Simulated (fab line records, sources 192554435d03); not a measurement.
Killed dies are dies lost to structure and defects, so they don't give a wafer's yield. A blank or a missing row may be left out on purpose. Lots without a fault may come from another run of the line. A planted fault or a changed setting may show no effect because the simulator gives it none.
Chamber matching | flow n5_finfet | N5_HKMG_FIN_ETCH_55 on rie_diel-04: 4 sister chambers
The step etches SOC in N2/H2, target depth 240 nm, time 300 s. 4 wafers are shown with their chamber, then 7 later ones without.

WAFERS WITH THEIR CHAMBER
wafer  | chamber | showerhead_plenum_p_Torr (Torr)
L316.3 | 1       | 2.60
L317.5 | 3       | 2.61
L320.1 | 2       | 2.50
L320.3 | 0       | 2.53

WAFERS WITHOUT THEIR CHAMBER
wafer  | showerhead_plenum_p_Torr (Torr)
L320.4 | 2.61
L321.1 | 2.50
L321.2 | 2.53
L321.3 | 2.61
L322.1 | 2.61
L322.4 | 2.59
L322.5 | 2.61

WHICH CHAMBER EACH WENT THROUGH
wafer  | from the rows above | in truth
L320.4 | 3                   | 3
L321.1 | 2                   | 2
L321.2 | 0                   | 0
L321.3 | 3                   | 3
L322.1 | 3                   | 3
L322.4 | 1                   | 1
L322.5 | 3                   | 3
Placed correctly: 7 of 7. Can't be placed from these rows: 0. Placed wrongly: 0.
How it was worked out, from the rows above alone: a wafer's distance from a chamber is the root of the sum, over the readings, of the square of ((its reading less the chamber's mean) divided by the reading's scatter). The wafer belongs to the nearest chamber; if the next one is less than 2 further off, it can't be placed. A chamber's mean is the mean of its shown wafers. The scatter: with one shown wafer a chamber, the root of the mean of the squares of how far each hidden wafer lies from its nearest shown one.
